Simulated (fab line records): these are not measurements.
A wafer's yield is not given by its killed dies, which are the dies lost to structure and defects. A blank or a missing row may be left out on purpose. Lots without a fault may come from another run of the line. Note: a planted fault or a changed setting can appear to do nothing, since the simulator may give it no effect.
fab line records	flow n5-finfet
record lots=7	wafers=39
route steps=1938 shown ZERO_LAYER@4 FIN_SAQP@120 FIN_CUT@154 SD_EPI_N@278 MOL_CONTACT_COAG@535
start-h: start of the lot's first displayed wafer, in hours after the record's first day	wait-h: time in hours since the lot's previous step	" the same as in the row above	L1.1+2: one row covering several wafers at once	- no value present, or no start provided	* or withheld: withheld	< > ~ a bound
route shown NAME@n: names a module that has steps shown in the file, with the first one's number in the route	usual: mean/standard deviation of fault-free wafers	same: alike in all rows	chamber/n: place in a boat	sites: each site's reading	_std_site: standard deviation of those values	_edge_site: mean of outer sites minus mean of inner sites	radius-mm: how far each site lies from the wafer's centre	mask NAME#n: copy n	behind: the most recent tool/chamber to have shaped the wafer	hold: why the lot was held/for how many hours/how that ended	device: names the non-switching transistor (n, p or np)	end of line: the route-end tests of the same wafers	a step without rows: its recipe alone	killed: count of dies lost to structure and defects at first sort (not the wafer's yield)	map: dies across one wafer; x = killed, . = not, _ = none there
set.NAME: the setting that was run; set.NAME@STEP: the one run at that earlier step	model.NAME: the simulator's own value behind a step, which no gauge read
lots with deliberately changed settings; one table per step, one row per wafer
## steps
# step N5_ZERO_LAYER_PECVD_02
# recipe material=SiO2	target-thk-a=100	temp-c=400	precursor=SiH4/N2O	pressure-torr=0.75	rf-w=275	time-s=6
lot.wafer	tool	chamber	start-h	wait-h	set.time-s	model.SiO2_of_ZERO_LAYER_PECVD_02.thk-nm
L080.1	pecvd-03	2	48.30	0.0	7.725	12.73
L080.2	"	0	"	"	7.725	12.59
L080.3	"	1	"	"	6	9.82
L080.4	"	0	"	"	7.725	12.89
L080.5	"	2	"	"	6	9.929
L080.6	"	1	"	"	6	10.02
L083.1	pecvd-04	1	66.28	0.0	7.969	13.21
L083.2	"	0	"	"	7.969	13.37
L083.3	"	2	"	"	6	10.16
L083.4	"	0	"	"	7.969	13.69
L083.5	"	1	"	"	6	10.32
L083.6	"	2	"	"	6	10.31
L089.1	pecvd-04	1	102.28	0.0	6	10.04
L089.2	"	0	"	"	6	9.998
L089.3	"	2	"	"	8.136	13.62
L089.4	"	1	"	"	6	10.14
L089.5	"	0	"	"	8.136	13.55
L089.6	"	2	"	"	8.136	13.77
L090.1	pecvd-03	1	108.30	0.0	2.768	4.535
L090.2	"	2	"	"	6	10
L090.3	"	0	"	"	2.768	4.504
L090.4	"	0	"	"	6	10.07
L090.5	"	2	"	"	6	10.12
L090.6	"	1	"	"	2.768	4.675
L091.2	pecvd-04	1	114.29	0.0	6	10.05
L091.4	"	0	"	"	6	10.32
L091.6	"	2	"	"	6	10.22
L092.1	pecvd-04	1	120.30	0.0	6	10.16
L092.2	"	0	"	"	6	10.04
L092.3	"	2	"	"	6	10.27
L092.4	"	0	"	"	6	10.38
L092.5	"	1	"	"	6	10.06
L092.6	"	2	"	"	6	10.63
L094.1	pecvd-02	2	132.30	0.0	6	10.06
L094.2	"	0	"	"	4.318	7.303
L094.3	"	1	"	"	6	10.01
L094.4	"	0	"	"	4.318	7.373
L094.5	"	2	"	"	4.318	7.405
L094.6	"	1	"	"	6	10.02
# step N5_FIN_SAQP_MANDREL_ETCH_22
# recipe target-depth-a=600	chemistry=HBr/Cl2	target=a-Si	stop-on=SiNx	bt-time-s=10	over-etch-frac=0.5	time-s=30	pressure-mtorr=10	icp-w=800	bias-w=75	HBr_flow_sccm=150	Cl2_flow_sccm=80	ends=end-point
# usual oes-product-au=0.762/0.016
lot.wafer	tool	chamber	start-h	wait-h	set.target-depth-a	oes-product-au	model.SiNx_of_FIN_SAQP_PECVD_48.thk-nm	model.SOC_of_FIN_SAQP_COAT_49.thk-nm
L080.1	rie-si-02	3	58.63	0.0	600	0.762	24.76	76.34
L080.2	"	2	"	"	600	0.754	24.76	76.57
L080.3	"	0	"	"	600	0.762	24.71	76.11
L080.4	"	1	"	"	600	0.765	25.1	76.49
L080.5	"	2	"	"	600	0.772	24.92	76.75
L080.6	"	1	"	"	600	0.779	25.03	76.55
L083.1	rie-si-02	0	78.00	0.0	600	0.760	24.25	76.08
L083.2	"	2	"	"	399.6	0.967	24.2	84.13
L083.3	"	1	"	"	600	0.759	24.3	76.36
L083.4	"	3	"	"	399.6	0.986	24.64	84.06
L083.5	"	1	"	"	399.6	0.983	24.38	83.77
L083.6	"	0	"	"	600	0.763	24.74	75.67
L089.1	rie-si-03	3	113.92	0.0	317.5	0.968	24.18	86.95
L089.2	"	1	"	"	317.5	0.968	24.44	87.35
L089.3	"	0	"	"	317.5	0.997	24.45	87.18
L089.4	"	2	"	"	600	0.744	24.86	76.2
L089.5	"	1	"	"	600	0.751	24.85	76.31
L089.6	"	2	"	"	600	0.741	24.73	76.37
L090.1	rie-si-03	3	120.06	0.0	600	0.736	24.91	75.83
L090.2	"	2	"	"	926.8	0.587	18.26	63.88
L090.3	"	0	"	"	600	0.775	24.75	76.15
L090.4	"	1	"	"	600	0.767	25.2	76.07
L090.5	"	3	"	"	926.8	0.583	18.22	62.64
L090.6	"	0	"	"	926.8	0.612	18.51	63.02
L091.2	rie-si-04	1	125.78	0.0	600	0.767	24.65	74.58
L091.4	"	0	"	"	600	0.788	24.97	74.63
L091.6	"	2	"	"	600	0.788	25.03	75.22
L092.1	rie-si-04	1	133.87	0.0	600	0.768	24.36	75.58
L092.2	"	2	"	"	600	0.769	24.39	75.86
L092.3	"	3	"	"	937.4	0.611	17.14	63.17
L092.4	"	0	"	"	937.4	0.596	17.29	62.39
L092.5	"	1	"	"	600	0.777	24.29	75.54
L092.6	"	2	"	"	937.4	0.608	17.73	62.51
L094.1	rie-si-02	3	141.96	0.0	600	0.769	24.61	76.71
L094.2	"	0	"	"	795.7	0.655	20.21	68.02
L094.3	"	2	"	"	795.7	0.643	20.65	69.16
L094.4	"	1	"	"	600	0.771	24.68	76.16
L094.5	"	0	"	"	795.7	0.650	20.69	68.18
L094.6	"	3	"	"	600	0.778	25.21	76.49
# step N5_FIN_SAQP_STRIP_55
# recipe chemistry=N2/H2	power-w=500	temp-c=40	pressure-mtorr=50	rf-frequency-hz=6e+07	overash-fraction=0.3	bias-power-w=28	h2-frac=0.5	n2-flow-sccm=300	h2-flow-sccm=300
# step N5_FIN_SAQP_STRIP_23
# recipe chemistry=SPM	time-s=750	temp-c=130	h2so4-h2o2-vol-ratio=4
# step N5_FIN_SAQP_MANDREL1_REMOVE_56
# recipe chemistry=HBr/Cl2/O2	bt-time-s=10	target=a-Si	stop-on=SiNx	endpoint=OES-SiCl	over-etch-frac=1	icp-w=600	bias-w=22	HBr_flow_sccm=150	Cl2_flow_sccm=80	O2_flow_sccm=5	pressure-mtorr=10
# step N5_FIN_SAQP_ETCH_57
# recipe chemistry=CH3F/O2	target=SiNx	mask-material=SiO2	target-depth-a=325	time-s=46.4	pressure-mtorr=30	source-w=395	bias-w=73	Ar_flow_sccm=150	CH3F_flow_sccm=30	O2_flow_sccm=20	ion-energy-ev=120	ends=cleared
# usual etch-rf-on-time-s=45.9/0.84
lot.wafer	tool	chamber	start-h	wait-h	set.target-depth-a@FIN_SAQP_MANDREL_ETCH_22	etch-rf-on-time-s	model.etch.depth-nm
L080.1	rie-diel-01	0	60.83	0.5	600	44.8	24.76
L080.2	"	2	"	"	600	45.4	24.76
L080.3	"	1	"	"	600	46.3	24.71
L080.4	"	2	"	"	600	45.9	25.1
L080.5	"	0	"	"	600	45.0	24.92
L080.6	"	1	"	"	600	47.0	25.03
L083.1	rie-diel-01	2	80.40	0.0	600	44.7	24.25
L083.2	"	0	"	"	399.6	44.1	24.2
L083.3	"	1	"	"	600	45.6	24.3
L083.4	"	0	"	"	399.6	45.1	24.64
L083.5	"	1	"	"	399.6	45.8	24.38
L083.6	"	2	"	"	600	45.9	24.74
L089.1	rie-diel-01	1	116.56	0.1	317.5	45.2	24.18
L089.2	"	2	"	"	317.5	44.8	24.44
L089.3	"	0	"	"	317.5	44.8	24.45
L089.4	"	3	"	"	600	46.8	24.86
L089.5	"	1	"	"	600	46.7	24.85
L089.6	"	0	"	"	600	45.3	24.73
L090.1	rie-diel-02	0	122.25	0.1	600	46.0	24.91
L090.2	"	3	"	"	926.8	33.9	18.26
L090.3	"	2	"	"	600	46.2	24.75
L090.4	"	1	"	"	600	46.2	25.2
L090.5	"	3	"	"	926.8	34.0	18.22
L090.6	"	0	"	"	926.8	34.8	18.51
L091.2	rie-diel-02	1	128.72	0.2	600	45.5	24.65
L091.4	"	0	"	"	600	46.6	24.97
L091.6	"	1	"	"	600	45.9	25.03
L092.1	rie-diel-06	0	135.67	0.0	600	44.7	24.36
L092.2	"	2	"	"	600	44.7	24.39
L092.3	"	3	"	"	937.4	31.2	17.14
L092.4	"	1	"	"	937.4	32.6	17.29
L092.5	"	0	"	"	600	44.9	24.29
L092.6	"	3	"	"	937.4	32.8	17.73
L094.1	rie-diel-02	0	143.90	0.2	600	45.7	24.61
L094.2	"	2	"	"	795.7	37.4	20.21
L094.3	"	3	"	"	795.7	38.2	20.65
L094.4	"	1	"	"	600	45.2	24.68
L094.5	"	2	"	"	795.7	38.4	20.69
L094.6	"	1	"	"	600	46.0	25.21
# step N5_FIN_SAQP_ETCH_65
# recipe chemistry=CF4	target=SiO2	target-depth-a=40	ion-energy-ev=350	time-s=4.4	pressure-mtorr=10	icp-w=800	bias-w=400	cf4-flow-sccm=80
# step N5_FIN_SAQP_MANDREL_ETCH_58
# recipe chemistry=HBr/Cl2	target=a-Si	target-depth-a=450	bt-time-s=10	stop-on=SiNx	mask-material=SiO2	over-etch-frac=0.8	time-s=27	pressure-mtorr=10	icp-w=800	bias-w=75	HBr_flow_sccm=150	Cl2_flow_sccm=80	ends=end-point
# step N5_FIN_SAQP_SRD_39
# recipe dry=ipa-marangoni	time-s=30	temp-c=23	rinse-liquid=diw
# step N5_FIN_SAQP_INSPECT_40
# recipe inspect-instrument=brightfield	mode=aei
# usual raw-defect-count=228/75
lot.wafer	tool	chamber	start-h	wait-h	set.target-depth-a@FIN_SAQP_MANDREL_ETCH_22	raw-defect-count
L080.1	defect-inspect-01	-	63.14	0.0	600	281
L080.2	"	-	"	"	600	180
L080.3	"	-	"	"	600	233
L080.4	"	-	"	"	600	188
L080.5	"	-	"	"	600	182
L080.6	"	-	"	"	600	150
L083.1	defect-inspect-01	-	82.94	0.0	600	288
L083.2	"	-	"	"	399.6	1546
L083.3	"	-	"	"	600	285
L083.4	"	-	"	"	399.6	1839
L083.5	"	-	"	"	399.6	1543
L083.6	"	-	"	"	600	328
L089.1	defect-inspect-01	-	119.00	0.0	317.5	1987
L089.2	"	-	"	"	317.5	1869
L089.3	"	-	"	"	317.5	1967
L089.4	"	-	"	"	600	318
L089.5	"	-	"	"	600	427
L089.6	"	-	"	"	600	233
L090.1	defect-inspect-01	-	125.26	0.0	600	252
L090.2	"	-	"	"	926.8	271
L090.3	"	-	"	"	600	180
L090.4	"	-	"	"	600	242
L090.5	"	-	"	"	926.8	240
L090.6	"	-	"	"	926.8	263
L091.2	defect-inspect-01	-	132.16	0.0	600	232
L091.4	"	-	"	"	600	152
L091.6	"	-	"	"	600	273
L092.1	defect-inspect-01	-	138.06	0.0	600	165
L092.2	"	-	"	"	600	180
L092.3	"	-	"	"	937.4	229
L092.4	"	-	"	"	937.4	258
L092.5	"	-	"	"	600	161
L092.6	"	-	"	"	937.4	204
L094.1	defect-inspect-01	-	146.22	0.0	600	264
L094.2	"	-	"	"	795.7	222
L094.3	"	-	"	"	795.7	360
L094.4	"	-	"	"	600	196
L094.5	"	-	"	"	795.7	194
L094.6	"	-	"	"	600	184
# step N5_FIN_CUT_COAT_18
# recipe resist=SOC	temp-c=250	time-s=60	spin-rpm=1500	resist-thk-nm=230
# step N5_FIN_CUT_COAT_19
# recipe resist=SiARC	temp-c=220	time-s=60	spin-rpm=1500	resist-thk-nm=20
# step N5_FIN_CUT_INSPECT_10
# recipe mode=adi	inspect-instrument=brightfield
# usual raw-defect-count=43/14
lot.wafer	tool	chamber	start-h	wait-h	set.target-depth-a@FIN_SAQP_MANDREL_ETCH_22	raw-defect-count
L080.1	defect-inspect-01	-	63.66	0.1	600	43
L080.2	"	-	"	"	600	37
L080.3	"	-	"	"	600	47
L080.4	"	-	"	"	600	47
L080.5	"	-	"	"	600	36
L080.6	"	-	"	"	600	23
L083.1	defect-inspect-01	-	83.46	0.1	600	38
L083.2	"	-	"	"	399.6	3480
L083.3	"	-	"	"	600	61
L083.4	"	-	"	"	399.6	4577
L083.5	"	-	"	"	399.6	3280
L083.6	"	-	"	"	600	56
L089.1	defect-inspect-02	-	119.39	0.1	317.5	5302
L089.2	"	-	"	"	317.5	5228
L089.3	"	-	"	"	317.5	5250
L089.4	"	-	"	"	600	50
L089.5	"	-	"	"	600	61
L089.6	"	-	"	"	600	47
L090.1	defect-inspect-01	-	125.66	0.1	600	46
L090.2	"	-	"	"	926.8	40
L090.3	"	-	"	"	600	39
L090.4	"	-	"	"	600	45
L090.5	"	-	"	"	926.8	45
L090.6	"	-	"	"	926.8	45
L091.2	defect-inspect-01	-	132.55	0.0	600	53
L091.4	"	-	"	"	600	32
L091.6	"	-	"	"	600	56
L092.1	defect-inspect-02	-	138.58	0.1	600	40
L092.2	"	-	"	"	600	41
L092.3	"	-	"	"	937.4	42
L092.4	"	-	"	"	937.4	36
L092.5	"	-	"	"	600	32
L092.6	"	-	"	"	937.4	43
L094.1	defect-inspect-02	-	146.62	0.1	600	37
L094.2	"	-	"	"	795.7	36
L094.3	"	-	"	"	795.7	53
L094.4	"	-	"	"	600	36
L094.5	"	-	"	"	795.7	35
L094.6	"	-	"	"	600	36
# step N5_SD_EPI_N_ETCH_45
# recipe chemistry=CH3F/O2	target=SiOCN	target-depth-a=60	mask-material=SOC	ion-energy-ev=60	bias-w=29	pressure-mtorr=15	source-w=410	Ar_flow_sccm=150	CH3F_flow_sccm=30	O2_flow_sccm=20
lot.wafer	tool	chamber	start-h	wait-h	set.target-depth-a	model.etch.depth-nm
L080.1	rie-diel-02	2	86.39	0.1	90.92	9.109
L080.2	"	3	"	"	60	6.053
L080.3	"	0	"	"	60	6.02
L080.4	"	1	"	"	90.92	9.273
L080.5	"	0	"	"	90.92	9.201
L080.6	"	1	"	"	60	6.092
L083.1	rie-diel-02	2	109.29	0.1	36.27	3.63
L083.2	"	0	"	"	60	6.005
L083.3	"	1	"	"	36.27	3.71
L083.4	"	3	"	"	60	6.042
L083.5	"	2	"	"	36.27	3.593
L083.6	"	3	"	"	60	6.045
L089.1	rie-diel-01	0	145.35	0.1	60	6.026
L089.2	"	2	"	"	60	6.056
L089.3	"	1	"	"	60	5.96
L089.4	"	3	"	"	60	5.918
L089.5	"	3	"	"	60	5.903
L089.6	"	0	"	"	60	6.049
L090.1	rie-diel-06	0	148.09	0.1	39.95	4.017
L090.2	"	2	"	"	39.95	4.052
L090.3	"	1	"	"	60	5.951
L090.4	"	3	"	"	60	6.088
L090.5	"	3	"	"	60	6.084
L090.6	"	2	"	"	39.95	4.033
L091.2	rie-diel-06	0	155.60	0.1	60	6.128
L091.4	"	1	"	"	60	5.975
L091.6	"	2	"	"	60	6.08
L092.1	rie-diel-02	2	160.47	0.1	60	5.94
L092.2	"	0	"	"	27.27	2.707
L092.3	"	3	"	"	60	5.969
L092.4	"	1	"	"	27.27	2.751
L092.5	"	1	"	"	60	6.05
L092.6	"	2	"	"	27.27	2.722
L094.1	rie-diel-06	2	169.64	0.1	60	6.024
L094.2	"	3	"	"	60	6.099
L094.3	"	1	"	"	60	5.943
L094.4	"	0	"	"	29.67	2.984
L094.5	"	0	"	"	29.67	2.988
L094.6	"	1	"	"	29.67	2.943
# step N5_MOL_CONTACT_COAG_CONTACT_ETCH_14
# recipe chemistry=C4F6/O2	target=SiO2	target-depth-a=275	overetch-a=85	mask-material=SOC	pressure-mtorr=30	source-w=370	bias-w=185	Ar_flow_sccm=300	C4F6_flow_sccm=16	O2_flow_sccm=10	time-s=20	ion-energy-ev=259.6
lot.wafer	tool	chamber	start-h	wait-h	set.time-s	model.SOC_of_MOL_CONTACT_COAG_COAT_103.thk-nm
L080.1	rie-diel-01	1	129.89	0.0	8.085	79.6
L080.2+6	"	0,3	"	"	20	78.6
L080.3+4	"	3,2	"	"	8.085	79.4
L080.5	"	0	"	"	20	78.4
L083.1+2+6	rie-diel-02	3,2,2	150.59	0.0	23.82	78
L083.3+5	"	1,3	"	"	20	78.2
L083.4	"	0	"	"	20	78.4
L089.1+5	rie-diel-01	0	183.95	0.0	20	78.4
L089.2+3	"	1,2	"	"	20	78.8
L089.4+6	"	3,1	"	"	20	78.6
L090.1	rie-diel-01	3	186.65	0.0	20	78.4
L090.2+3	"	1,0	"	"	20	78.2
L090.4+5+6	"	2,2,1	"	"	20	78.6
L091.2	rie-diel-02	0	193.53	0.0	20	78.4
L091.4+6	"	2,0	"	"	20	78.6
L092.1+4	rie-diel-06	0,2	199.17	0.0	20	78.6
L092.2+3	"	1,3	"	"	15.48	79.2
L092.5	"	2	"	"	20	78.4
L092.6	"	1	"	"	15.48	78.8
L094.1	rie-diel-02	3	207.45	0.0	31.23	78
L094.2+5	"	1	"	"	20	78.6
L094.3	"	2	"	"	31.23	77.6
L094.4	"	0	"	"	31.23	77.8
L094.6	"	2	"	"	20	78.4
## key
split step=N5_ZERO_LAYER_PECVD_02	setting=time-s	stated=6	by=wafer
response step=N5_ZERO_LAYER_PECVD_02	reading=model.SiO2_of_ZERO_LAYER_PECVD_02.thk-nm	change=+0.0996	per=1%	r=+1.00
split step=N5_FIN_SAQP_MANDREL_ETCH_22	setting=target-depth-a	stated=600	by=wafer
response step=N5_FIN_SAQP_MANDREL_ETCH_22	reading=oes-product-au	change=-0.00386	per=1%	r=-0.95
response step=N5_FIN_SAQP_MANDREL_ETCH_22	reading=model.SiNx_of_FIN_SAQP_PECVD_48.thk-nm	shape=bent	at-lowest=24.36	at-stated=24.75	at-highest=17.39
response step=N5_FIN_SAQP_MANDREL_ETCH_22	reading=model.SOC_of_FIN_SAQP_COAT_49.thk-nm	change=-0.234	per=1%	r=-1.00
response step=N5_FIN_SAQP_ETCH_57	reading=etch-rf-on-time-s	shape=bent	at-lowest=*	at-stated=*	at-highest=*
response step=N5_FIN_SAQP_ETCH_57	reading=model.etch.depth-nm	shape=bent	at-lowest=24.36	at-stated=24.75	at-highest=17.39
response step=N5_FIN_SAQP_INSPECT_40	reading=raw-defect-count	shape=bent	at-lowest=1941	at-stated=232	at-highest=230
response step=N5_FIN_CUT_INSPECT_10	reading=raw-defect-count	shape=bent	at-lowest=5260	at-stated=43	at-highest=40
split step=N5_SD_EPI_N_ETCH_45	setting=target-depth-a	stated=60	by=wafer
response step=N5_SD_EPI_N_ETCH_45	reading=model.etch.depth-nm	change=+0.0603	per=1%	r=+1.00
split step=N5_MOL_CONTACT_COAG_CONTACT_ETCH_14	setting=time-s	stated=20	by=wafer
response step=N5_MOL_CONTACT_COAG_CONTACT_ETCH_14	reading=model.SOC_of_MOL_CONTACT_COAG_COAT_103.thk-nm	change=-0.015	per=1%	r=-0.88
